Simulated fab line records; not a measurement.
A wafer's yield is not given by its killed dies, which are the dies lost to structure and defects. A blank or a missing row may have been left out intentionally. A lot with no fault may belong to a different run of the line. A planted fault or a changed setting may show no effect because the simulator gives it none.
Split-lot study / flow n5 finfet / 7 lots, 39 wafers read, on a route of 1938 steps

== THE SPLIT ITSELF ==
At N5_FIN_SAQP_SPACER1_ALD_24 (deposits SiO2, target thk 20.3 nm, pulse time 1 s, purge time 2 s), the setting ald cycles was moved away from the recipe's 218 on 15 of the 39 wafers read, by -15.6% to +16.5%. The other wafers ran this setting at the recipe's value.

== FROM THE SPLIT TO THE READING: what the file shows between them, 2 steps ==
- N5_FIN_SAQP_SPACER1_ETCHBACK_25: etches SiO2 in CHF3/O2, target depth 24.4 nm, time 12.2 s
- N5_FIN_SAQP_MANDREL1_REMOVE_56: chemistry HBr/Cl2/O2, target a-Si, stops on SiNx, bt time 10 s

== THE READING ==
cd nm, in nm, at N5_FIN_SAQP_CD_MEAS_27 (target cd 20 nm). Typical for fault-free wafers on this fab line: 20.35 nm, with standard deviation 0.2 nm.

wafer=L075.1; tool, chamber at the split=ald sin-04, 1,2,2; ald cycles as run=218; against the recipe=recipe; cd nm, nm=20.50; against lot-mates on the recipe=-
wafer=L075.2; tool, chamber at the split=ald sin-04, 3,0,3; ald cycles as run=253; against the recipe=+16.1%; cd nm, nm=23.46; against lot-mates on the recipe=+2.86
wafer=L075.3; tool, chamber at the split=ald sin-04, 1,2,2; ald cycles as run=218; against the recipe=recipe; cd nm, nm=20.51; against lot-mates on the recipe=-
wafer=L075.4; tool, chamber at the split=ald sin-04, 3,0,3; ald cycles as run=253; against the recipe=+16.1%; cd nm, nm=23.69; against lot-mates on the recipe=+3.09
wafer=L075.5; tool, chamber at the split=ald sin-04, 1,2,2; ald cycles as run=218; against the recipe=recipe; cd nm, nm=20.78; against lot-mates on the recipe=-
wafer=L075.6; tool, chamber at the split=ald sin-04, 3,0,3; ald cycles as run=253; against the recipe=+16.1%; cd nm, nm=23.68; against lot-mates on the recipe=+3.08
wafer=L079.2; tool, chamber at the split=ald sin-01, 1,3,1; ald cycles as run=218; against the recipe=recipe; cd nm, nm=20.72; against lot-mates on the recipe=-
wafer=L079.3; tool, chamber at the split=ald sin-01, 1,3,1; ald cycles as run=218; against the recipe=recipe; cd nm, nm=19.91; against lot-mates on the recipe=-
wafer=L079.4; tool, chamber at the split=ald sin-01, 1,3,1; ald cycles as run=218; against the recipe=recipe; cd nm, nm=20.57; against lot-mates on the recipe=-
wafer=L081.1; tool, chamber at the split=ald sin-02, 1,3; ald cycles as run=218; against the recipe=recipe; cd nm, nm=20.24; against lot-mates on the recipe=-
wafer=L081.2; tool, chamber at the split=ald sin-02, 2,3,0; ald cycles as run=239; against the recipe=+9.6%; cd nm, nm=22.31; against lot-mates on the recipe=+1.99
wafer=L081.3; tool, chamber at the split=ald sin-02, 2,3,0; ald cycles as run=239; against the recipe=+9.6%; cd nm, nm=22.23; against lot-mates on the recipe=+1.91
wafer=L081.4; tool, chamber at the split=ald sin-02, 0; ald cycles as run=218; against the recipe=recipe; cd nm, nm=20.30; against lot-mates on the recipe=-
wafer=L081.5; tool, chamber at the split=ald sin-02, 2,3,0; ald cycles as run=239; against the recipe=+9.6%; cd nm, nm=22.38; against lot-mates on the recipe=+2.06
wafer=L081.6; tool, chamber at the split=ald sin-02, 1,3; ald cycles as run=218; against the recipe=recipe; cd nm, nm=20.43; against lot-mates on the recipe=-
wafer=L088.1; tool, chamber at the split=ald sin-01, 1,3,2,0,0,1; ald cycles as run=218; against the recipe=recipe; cd nm, nm=20.45; against lot-mates on the recipe=-
wafer=L088.2; tool, chamber at the split=ald sin-01, 1,3,2,0,0,1; ald cycles as run=218; against the recipe=recipe; cd nm, nm=20.20; against lot-mates on the recipe=-
wafer=L088.3; tool, chamber at the split=ald sin-01, 1,3,2,0,0,1; ald cycles as run=218; against the recipe=recipe; cd nm, nm=20.20; against lot-mates on the recipe=-
wafer=L088.4; tool, chamber at the split=ald sin-01, 1,3,2,0,0,1; ald cycles as run=218; against the recipe=recipe; cd nm, nm=20.41; against lot-mates on the recipe=-
wafer=L088.5; tool, chamber at the split=ald sin-01, 1,3,2,0,0,1; ald cycles as run=218; against the recipe=recipe; cd nm, nm=20.44; against lot-mates on the recipe=-
wafer=L088.6; tool, chamber at the split=ald sin-01, 1,3,2,0,0,1; ald cycles as run=218; against the recipe=recipe; cd nm, nm=20.56; against lot-mates on the recipe=-
wafer=L094.1; tool, chamber at the split=ald sin-02, 3; ald cycles as run=218; against the recipe=recipe; cd nm, nm=20.51; against lot-mates on the recipe=-
wafer=L094.2; tool, chamber at the split=ald sin-02, 2; ald cycles as run=247; against the recipe=+13.3%; cd nm, nm=22.97; against lot-mates on the recipe=+2.53
wafer=L094.3; tool, chamber at the split=ald sin-02, 0,2; ald cycles as run=247; against the recipe=+13.3%; cd nm, nm=22.99; against lot-mates on the recipe=+2.55
wafer=L094.4; tool, chamber at the split=ald sin-02, 3; ald cycles as run=218; against the recipe=recipe; cd nm, nm=20.49; against lot-mates on the recipe=-
wafer=L094.5; tool, chamber at the split=ald sin-02, 0; ald cycles as run=218; against the recipe=recipe; cd nm, nm=20.32; against lot-mates on the recipe=-
wafer=L094.6; tool, chamber at the split=ald sin-02, 0,2; ald cycles as run=247; against the recipe=+13.3%; cd nm, nm=22.74; against lot-mates on the recipe=+2.30
wafer=L095.1; tool, chamber at the split=ald sin-01, 2,1,2; ald cycles as run=254; against the recipe=+16.5%; cd nm, nm=23.68; against lot-mates on the recipe=+3.32
wafer=L095.2; tool, chamber at the split=ald sin-01, 3,3,1; ald cycles as run=218; against the recipe=recipe; cd nm, nm=20.53; against lot-mates on the recipe=-
wafer=L095.3; tool, chamber at the split=ald sin-01, 2,1,2; ald cycles as run=254; against the recipe=+16.5%; cd nm, nm=23.94; against lot-mates on the recipe=+3.58
wafer=L095.4; tool, chamber at the split=ald sin-01, 3,3,1; ald cycles as run=218; against the recipe=recipe; cd nm, nm=20.23; against lot-mates on the recipe=-
wafer=L095.5; tool, chamber at the split=ald sin-01, 2,1,2; ald cycles as run=254; against the recipe=+16.5%; cd nm, nm=24.00; against lot-mates on the recipe=+3.64
wafer=L095.6; tool, chamber at the split=ald sin-01, 3,3,1; ald cycles as run=218; against the recipe=recipe; cd nm, nm=20.33; against lot-mates on the recipe=-
wafer=L096.1; tool, chamber at the split=ald sin-01, 2,1,1; ald cycles as run=218; against the recipe=recipe; cd nm, nm=20.56; against lot-mates on the recipe=-
wafer=L096.2; tool, chamber at the split=ald sin-01, 3,0; ald cycles as run=184; against the recipe=-15.6%; cd nm, nm=17.39; against lot-mates on the recipe=-2.96
wafer=L096.3; tool, chamber at the split=ald sin-01, 2,1,1; ald cycles as run=218; against the recipe=recipe; cd nm, nm=20.16; against lot-mates on the recipe=-
wafer=L096.4; tool, chamber at the split=ald sin-01, 3,0; ald cycles as run=184; against the recipe=-15.6%; cd nm, nm=17.14; against lot-mates on the recipe=-3.21
wafer=L096.5; tool, chamber at the split=ald sin-01, 2; ald cycles as run=184; against the recipe=-15.6%; cd nm, nm=17.35; against lot-mates on the recipe=-3.00
wafer=L096.6; tool, chamber at the split=ald sin-01, 2,1,1; ald cycles as run=218; against the recipe=recipe; cd nm, nm=20.32; against lot-mates on the recipe=-
Rows listing several chambers each stand for several wafers; the file does not say which wafer went through which chamber.

THE FIT
A straight line over all 39 wafers: cd nm changes by +0.2 nm for each +1% of ald cycles; r = +0.99; the points scatter about the line by 0.18 nm.
The same after taking each lot's own level away (the mean of its wafers on the recipe; 39 wafers): +0.197 nm for each +1%; r = +0.99; scatter 0.18 nm.
Per that fit: largest ald cycles move, reading shift of 3.3 nm.
The lots' own levels span 20.323 to 20.597 nm, that is 1.4 times the standard deviation above.
The two slopes agree, so the slope changes little with the lot-to-lot level.
Check: +3.25 nm against its lot-mates is what the line predicts for one of the wafers moved furthest among these (+16.5%) when that wafer is left out of the fit. Against them it came out at +3.32 nm.

== THE WHOLE CHAIN: every reading that the file lists as answering this split, in the file's order ==
step=N5_FIN_SAQP_SPACER1_ALD_24; what it does=deposits SiO2, target thk 20.3 nm, pulse time 1 s, purge time 2 s; reading=SiO2_of_FIN_SAQP_SPACER1_ALD_24.thk nm (the simulator's own value, which no gauge read); change (the file's fit)=+0.199 nm for each +1% of the setting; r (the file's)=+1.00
step=N5_FIN_SAQP_MANDREL1_REMOVE_56; what it does=chemistry HBr/Cl2/O2, target a-Si, stops on SiNx, bt time 10 s; reading=FIN_SAQP.cd nm (the simulator's own value, which no gauge read); change (the file's fit)=+0.201 nm for each +1% of the setting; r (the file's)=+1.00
step=N5_FIN_SAQP_CD_MEAS_27; what it does=target cd 20 nm; reading=cd nm; change (the file's fit)=+0.197 nm for each +1% of the setting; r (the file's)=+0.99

== FILE'S OWN FIT ==
cd nm changes by +0.197 nm for each +1% of ald cycles, r = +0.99.
